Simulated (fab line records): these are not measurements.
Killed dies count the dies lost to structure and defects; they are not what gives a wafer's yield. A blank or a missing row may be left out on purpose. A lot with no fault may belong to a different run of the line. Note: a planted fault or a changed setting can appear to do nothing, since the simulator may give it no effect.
Tool commonality check -- flow nandHarc -- Sampled: 9 lots, 33 wafers

== THE REASON FOR OPENING IT ==
Of 9 lots, 2 have the reading VT_DECK1_TOP_INNER flagged at NHARC_END_WLT_00. No-fault wafers: 0.895, standard deviation 0.0081.
Rule: flag the lot when none of its wafers has a number, or when each of its wafers that has one lies beyond 4 standard deviations from that mean. The other lots count as sound.

lot,measured,on,"VT_DECK1_TOP_INNER, wafer by wafer",flag
L198,day 24 12:43,prober-02,6.007 5.975 6.010 6.002 5.997 5.976,FLAGGED
L199,day 26 00:56,prober-01,5.964 5.993 5.930 6.024 5.944 5.997,FLAGGED
L210,day 29 08:32,prober-01,0.880 0.877 0.875,
L208,day 29 09:46,prober-02,0.883 0.884 0.891,
L209,day 29 16:23,prober-01,0.887 0.893 0.893,
L213,day 30 10:54,prober-01,0.881 0.883 0.879,
L211,day 30 11:24,prober-02,0.881 0.898 0.892,
L212,day 30 19:38,prober-02,0.889 0.887 0.890,
L217,day 33 02:02,prober-02,0.909 0.897 0.903,
On average the flagged lots read 5.985, which is +5.090 against the usual, or +99 or more standard deviations.

== WHICH TOOL EACH LOT WENT THROUGH ==
The record holds 4 process steps before the reading, out of a route of 1302 steps. Cell contents, in order: the tool; ch with the chambers the sampled wafers went through; the start.
lot,flag,NHARC_A_CHANNEL_HOLE_D2_ETCH_26,NHARC_A_CHANNEL_HOLE_D2_ETCH_27,NHARC_A_CHANNEL_FILL_D2_ETCHBACK_20,NHARC_A_CHANNEL_FILL_D2_CVD_05
L198,FLAGGED,"harEtch-02 ch 0, day 14 04:27","harEtch-02 ch 0, day 14 04:39","rieDiel-08 ch 0,1,2, day 15 06:53","lpcvdPoly-01, day 15 09:26"
L199,FLAGGED,"harEtch-01 ch 0,1, day 15 00:00","harEtch-01 ch 0,1, day 15 00:12","rieDiel-08 ch 0,1,3, day 16 01:54","lpcvdPoly-02, day 16 05:40"
L210,,"harEtch-01 ch 0,1, day 19 07:41","harEtch-01 ch 0,1, day 19 07:53","rieDiel-13 ch 1,3, day 20 10:02","lpcvdPoly-02 ch 0, day 20 12:29"
L208,,"harEtch-01 ch 0,1, day 18 06:07","harEtch-01 ch 0,1, day 18 06:19","rieDiel-05 ch 1,2, day 19 08:34","lpcvdPoly-01 ch 0, day 19 11:07"
L209,,"harEtch-02 ch 0,1, day 19 09:16","harEtch-02 ch 0,1, day 19 09:27","rieDiel-08 ch 0,2,3, day 20 10:00","lpcvdPoly-02 ch 0, day 20 12:29"
L213,,"harEtch-02 ch 0,1, day 19 22:07","harEtch-02 ch 0,1, day 19 22:19","rieDiel-05 ch 0,1,2, day 20 23:25","lpcvdPoly-02 ch 0, day 21 01:53"
L211,,"harEtch-01 ch 0,1, day 19 21:02","harEtch-01 ch 0,1, day 19 21:15","rieDiel-08 ch 0,2,3, day 20 23:24","lpcvdPoly-02 ch 0, day 21 01:53"
L212,,"harEtch-01 ch 0,1, day 20 01:16","harEtch-01 ch 0,1, day 20 01:28","rieDiel-08 ch 2,3, day 21 06:09","lpcvdPoly-03 ch 0, day 21 08:47"
L217,,"harEtch-02 ch 0,1, day 22 04:47","harEtch-02 ch 0,1, day 22 04:58","rieDiel-13 ch 0,1,2, day 23 07:20","lpcvdPoly-03 ch 0, day 23 09:56"
What is done by these steps:
- NHARC_A_CHANNEL_HOLE_D2_ETCH_26: etches the open film in C4F8/O2/Ar, time 224.1 s, target depth 300 nm.
- NHARC_A_CHANNEL_HOLE_D2_ETCH_27: etches the open film in C4F8/O2/Ar, time 90 s, target depth 400 nm.
- NHARC_A_CHANNEL_FILL_D2_ETCHBACK_20: etches the open film in C4F8/O2/Ar, target depth 27 nm, time 13.5 s.
- NHARC_A_CHANNEL_FILL_D2_CVD_05: deposits poly-Si, target thk 5 nm.
- NHARC_END_WLT_00

== FLAGGED AGAINST TOTAL, ONE TOOL AT A TIME (gauges that did the reading follow at the end) ==
step,tool,lots run,flagged,share of the flagged lots,sound lots run after its first flagged lot
NHARC_A_CHANNEL_HOLE_D2_ETCH_26,harEtch-01,5,1,some,"4 (L208,L210,L211,L212)"
NHARC_A_CHANNEL_HOLE_D2_ETCH_26,harEtch-02,4,1,some,"3 (L209,L213,L217)"
NHARC_A_CHANNEL_HOLE_D2_ETCH_27,harEtch-01,5,1,some,"4 (L208,L210,L211,L212)"
NHARC_A_CHANNEL_HOLE_D2_ETCH_27,harEtch-02,4,1,some,"3 (L209,L213,L217)"
NHARC_A_CHANNEL_FILL_D2_ETCHBACK_20,rieDiel-05,2,0,none,-
NHARC_A_CHANNEL_FILL_D2_ETCHBACK_20,rieDiel-08,5,2,all,"3 (L209,L211,L212)"
NHARC_A_CHANNEL_FILL_D2_ETCHBACK_20,rieDiel-13,2,0,none,-
NHARC_A_CHANNEL_FILL_D2_CVD_05,lpcvdPoly-01,2,1,some,1 (L208)
NHARC_A_CHANNEL_FILL_D2_CVD_05,lpcvdPoly-02,5,1,some,"4 (L209,L210,L211,L213)"
NHARC_A_CHANNEL_FILL_D2_CVD_05,lpcvdPoly-03,2,0,none,-
NHARC_END_WLT_00,prober-01,4,1,some,"3 (L210,L209,L213)"
NHARC_END_WLT_00,prober-02,5,1,some,"4 (L208,L211,L212,L217)"

== THE TABLE: WHAT IT ALLOWS ==
In the table, 1 row covers all flagged lots: rieDiel-08 at NHARC_A_CHANNEL_FILL_D2_ETCHBACK_20.
- rieDiel-08 at NHARC_A_CHANNEL_FILL_D2_ETCHBACK_20 ran 5 lots, 2 of them flagged. Lots that were sound ran on it after the first flagged one (L209, L211, L212); a persistent fault on the entire tool would not allow that.
Not one row of the table ran every flagged lot while running no sound lot after the first.

== WHAT WAS PUT IN BY THE SIMULATOR ==
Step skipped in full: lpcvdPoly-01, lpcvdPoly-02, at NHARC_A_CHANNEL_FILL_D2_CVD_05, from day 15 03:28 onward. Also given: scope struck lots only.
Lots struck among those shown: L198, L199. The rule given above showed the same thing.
